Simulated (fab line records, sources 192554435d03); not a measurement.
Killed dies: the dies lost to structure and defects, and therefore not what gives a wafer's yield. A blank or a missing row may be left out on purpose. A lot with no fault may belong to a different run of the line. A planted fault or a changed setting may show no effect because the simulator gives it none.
Split-lot study || flow n5 finfet || 39 wafers read from 7 lots, route of 1938 steps

## ABOUT THE SPLIT
At N5_BEOL_M4_HM_DEP_02 (deposits TiN, target thk 20 nm), the setting target thk a was moved away from the recipe's 200 angstrom on 15 of the 39 wafers read, by -46.6% to +43.1%. All remaining wafers had this setting at the recipe value.

## FROM THE SPLIT TO THE READING: what the file shows between them, 4 steps
- N5_BEOL_M4_COAT_61: time 60 s, resist thk 60 nm
- N5_BEOL_M4_COAT_62: time 60 s, resist thk 12 nm
- N5_BEOL_M4_STRIP_75: strips in N2/H2
- N5_BEOL_M4_STRIP_66: strips in CF4

## THE READING
etch.depth nm (the simulator's own value, which no gauge read), in nm, at N5_BEOL_M4_HM_OPEN_17 (chemistry Cl2/BCl3, target TiN, target depth 20 nm, overetch 6 nm). The file does not state a usual value for it. Across the 24 wafers here that went through the recipe, the average is 20.09 nm and the standard deviation 0.18 nm.

{"wafer": "L075.1", "tool, chamber at the split": "pvd sputter-02, -", "target thk a as run, angstrom": 200, "against the recipe": "recipe", "etch.depth nm, nm": 19.9, "against lot-mates on the recipe": "-"}
{"wafer": "L075.3", "tool, chamber at the split": "pvd sputter-02, -", "target thk a as run, angstrom": 200, "against the recipe": "recipe", "etch.depth nm, nm": 19.75, "against lot-mates on the recipe": "-"}
{"wafer": "L075.4", "tool, chamber at the split": "pvd sputter-02, -", "target thk a as run, angstrom": 200, "against the recipe": "recipe", "etch.depth nm, nm": 20.08, "against lot-mates on the recipe": "-"}
{"wafer": "L074.1", "tool, chamber at the split": "pvd sputter-02, -", "target thk a as run, angstrom": 106.9, "against the recipe": "-46.6%", "etch.depth nm, nm": 10.71, "against lot-mates on the recipe": -9.53}
{"wafer": "L074.2", "tool, chamber at the split": "pvd sputter-02, -", "target thk a as run, angstrom": 200, "against the recipe": "recipe", "etch.depth nm, nm": 20.17, "against lot-mates on the recipe": "-"}
{"wafer": "L074.3", "tool, chamber at the split": "pvd sputter-02, -", "target thk a as run, angstrom": 106.9, "against the recipe": "-46.6%", "etch.depth nm, nm": 11.11, "against lot-mates on the recipe": -9.13}
{"wafer": "L074.4", "tool, chamber at the split": "pvd sputter-02, -", "target thk a as run, angstrom": 200, "against the recipe": "recipe", "etch.depth nm, nm": 20.52, "against lot-mates on the recipe": "-"}
{"wafer": "L074.5", "tool, chamber at the split": "pvd sputter-02, -", "target thk a as run, angstrom": 200, "against the recipe": "recipe", "etch.depth nm, nm": 20.03, "against lot-mates on the recipe": "-"}
{"wafer": "L074.6", "tool, chamber at the split": "pvd sputter-02, -", "target thk a as run, angstrom": 106.9, "against the recipe": "-46.6%", "etch.depth nm, nm": 11.2, "against lot-mates on the recipe": -9.04}
{"wafer": "L078.1", "tool, chamber at the split": "pvd sputter-01, -", "target thk a as run, angstrom": 200, "against the recipe": "recipe", "etch.depth nm, nm": 19.79, "against lot-mates on the recipe": "-"}
{"wafer": "L078.2", "tool, chamber at the split": "pvd sputter-01, -", "target thk a as run, angstrom": 119.3, "against the recipe": "-40.3%", "etch.depth nm, nm": 11.55, "against lot-mates on the recipe": -8.38}
{"wafer": "L078.3", "tool, chamber at the split": "pvd sputter-01, -", "target thk a as run, angstrom": 119.3, "against the recipe": "-40.3%", "etch.depth nm, nm": 12.06, "against lot-mates on the recipe": -7.87}
{"wafer": "L078.4", "tool, chamber at the split": "pvd sputter-01, -", "target thk a as run, angstrom": 200, "against the recipe": "recipe", "etch.depth nm, nm": 20.08, "against lot-mates on the recipe": "-"}
{"wafer": "L078.5", "tool, chamber at the split": "pvd sputter-01, -", "target thk a as run, angstrom": 200, "against the recipe": "recipe", "etch.depth nm, nm": 19.92, "against lot-mates on the recipe": "-"}
{"wafer": "L078.6", "tool, chamber at the split": "pvd sputter-01, -", "target thk a as run, angstrom": 119.3, "against the recipe": "-40.3%", "etch.depth nm, nm": 11.72, "against lot-mates on the recipe": -8.21}
{"wafer": "L080.1", "tool, chamber at the split": "pvd sputter-02, -", "target thk a as run, angstrom": 268.1, "against the recipe": "+34.1%", "etch.depth nm, nm": 26.41, "against lot-mates on the recipe": "+6.36"}
{"wafer": "L080.2", "tool, chamber at the split": "pvd sputter-02, -", "target thk a as run, angstrom": 268.1, "against the recipe": "+34.1%", "etch.depth nm, nm": 25.67, "against lot-mates on the recipe": "+5.62"}
{"wafer": "L080.3", "tool, chamber at the split": "pvd sputter-02, -", "target thk a as run, angstrom": 200, "against the recipe": "recipe", "etch.depth nm, nm": 20.08, "against lot-mates on the recipe": "-"}
{"wafer": "L080.4", "tool, chamber at the split": "pvd sputter-02, -", "target thk a as run, angstrom": 268.1, "against the recipe": "+34.1%", "etch.depth nm, nm": 25.83, "against lot-mates on the recipe": "+5.78"}
{"wafer": "L080.5", "tool, chamber at the split": "pvd sputter-02, -", "target thk a as run, angstrom": 200, "against the recipe": "recipe", "etch.depth nm, nm": 20.15, "against lot-mates on the recipe": "-"}
{"wafer": "L080.6", "tool, chamber at the split": "pvd sputter-02, -", "target thk a as run, angstrom": 200, "against the recipe": "recipe", "etch.depth nm, nm": 19.93, "against lot-mates on the recipe": "-"}
{"wafer": "L082.1", "tool, chamber at the split": "pvd sputter-01, -", "target thk a as run, angstrom": 200, "against the recipe": "recipe", "etch.depth nm, nm": 20.19, "against lot-mates on the recipe": "-"}
{"wafer": "L082.2", "tool, chamber at the split": "pvd sputter-01, -", "target thk a as run, angstrom": 200, "against the recipe": "recipe", "etch.depth nm, nm": 20.11, "against lot-mates on the recipe": "-"}
{"wafer": "L082.3", "tool, chamber at the split": "pvd sputter-01, -", "target thk a as run, angstrom": 200, "against the recipe": "recipe", "etch.depth nm, nm": 19.98, "against lot-mates on the recipe": "-"}
{"wafer": "L082.4", "tool, chamber at the split": "pvd sputter-01, -", "target thk a as run, angstrom": 200, "against the recipe": "recipe", "etch.depth nm, nm": 20.35, "against lot-mates on the recipe": "-"}
{"wafer": "L082.5", "tool, chamber at the split": "pvd sputter-01, -", "target thk a as run, angstrom": 200, "against the recipe": "recipe", "etch.depth nm, nm": 20.16, "against lot-mates on the recipe": "-"}
{"wafer": "L082.6", "tool, chamber at the split": "pvd sputter-01, -", "target thk a as run, angstrom": 200, "against the recipe": "recipe", "etch.depth nm, nm": 20.32, "against lot-mates on the recipe": "-"}
{"wafer": "L091.1", "tool, chamber at the split": "pvd sputter-03, -", "target thk a as run, angstrom": 286.1, "against the recipe": "+43.1%", "etch.depth nm, nm": 25.66, "against lot-mates on the recipe": "+5.47"}
{"wafer": "L091.2", "tool, chamber at the split": "pvd sputter-03, -", "target thk a as run, angstrom": 200, "against the recipe": "recipe", "etch.depth nm, nm": 20.11, "against lot-mates on the recipe": "-"}
{"wafer": "L091.3", "tool, chamber at the split": "pvd sputter-03, -", "target thk a as run, angstrom": 200, "against the recipe": "recipe", "etch.depth nm, nm": 20.17, "against lot-mates on the recipe": "-"}
{"wafer": "L091.4", "tool, chamber at the split": "pvd sputter-03, -", "target thk a as run, angstrom": 200, "against the recipe": "recipe", "etch.depth nm, nm": 20.28, "against lot-mates on the recipe": "-"}
{"wafer": "L091.5", "tool, chamber at the split": "pvd sputter-03, -", "target thk a as run, angstrom": 286.1, "against the recipe": "+43.1%", "etch.depth nm, nm": 26.13, "against lot-mates on the recipe": "+5.94"}
{"wafer": "L091.6", "tool, chamber at the split": "pvd sputter-03, -", "target thk a as run, angstrom": 286.1, "against the recipe": "+43.1%", "etch.depth nm, nm": 25.87, "against lot-mates on the recipe": "+5.68"}
{"wafer": "L094.1", "tool, chamber at the split": "pvd sputter-03, -", "target thk a as run, angstrom": 200, "against the recipe": "recipe", "etch.depth nm, nm": 20.16, "against lot-mates on the recipe": "-"}
{"wafer": "L094.2", "tool, chamber at the split": "pvd sputter-03, -", "target thk a as run, angstrom": 233.3, "against the recipe": "+16.7%", "etch.depth nm, nm": 23.45, "against lot-mates on the recipe": "+3.45"}
{"wafer": "L094.3", "tool, chamber at the split": "pvd sputter-03, -", "target thk a as run, angstrom": 200, "against the recipe": "recipe", "etch.depth nm, nm": 19.98, "against lot-mates on the recipe": "-"}
{"wafer": "L094.4", "tool, chamber at the split": "pvd sputter-03, -", "target thk a as run, angstrom": 233.3, "against the recipe": "+16.7%", "etch.depth nm, nm": 23.54, "against lot-mates on the recipe": "+3.54"}
{"wafer": "L094.5", "tool, chamber at the split": "pvd sputter-03, -", "target thk a as run, angstrom": 200, "against the recipe": "recipe", "etch.depth nm, nm": 19.87, "against lot-mates on the recipe": "-"}
{"wafer": "L094.6", "tool, chamber at the split": "pvd sputter-03, -", "target thk a as run, angstrom": 233.3, "against the recipe": "+16.7%", "etch.depth nm, nm": 23.6, "against lot-mates on the recipe": "+3.60"}

THE FIT
A straight line over all 39 wafers: etch.depth nm changes by +0.179 nm for each +1% of target thk a; r = +0.99; the points scatter about the line by 0.65 nm.
The same after taking each lot's own level away (the mean of its wafers on the recipe; 39 wafers): +0.179 nm for each +1%; r = +0.99; scatter 0.67 nm.
According to that fit, moving target thk a by its largest amount changes the reading by 8.3 nm.
Measured against the standard deviation above, the lots' own levels, which go from 19.910 to 20.240 nm, span 1.9 times it.
Consequently the slope shifts little with the lot-to-lot level, the two slopes agreeing.
Check: -8.44 nm against its lot-mates is what the line predicts for one of the wafers moved furthest among these (-46.6%) when that wafer is left out of the fit. It came out at -9.53 nm against them.

## THE WHOLE CHAIN: every reading that the file lists as answering this split, in the file's order
{"step": "N5_BEOL_M4_HM_DEP_02", "what it does": "deposits TiN, target thk 20 nm", "reading": "TiN_of_BEOL_M4_HM_DEP_02.thk nm (the simulator's own value, which no gauge read)", "change (the file's fit)": "+0.199 nm for each +1% of the setting", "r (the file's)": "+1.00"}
{"step": "N5_BEOL_M4_HM_OPEN_17", "what it does": "chemistry Cl2/BCl3, target TiN, target depth 20 nm, overetch 6 nm", "reading": "etch.depth nm (the simulator's own value, which no gauge read)", "change (the file's fit)": "+0.178 nm for each +1% of the setting", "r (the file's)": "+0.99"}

## FILE'S OWN FIT
etch.depth nm changes by +0.178 nm for each +1% of target thk a, r = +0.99.
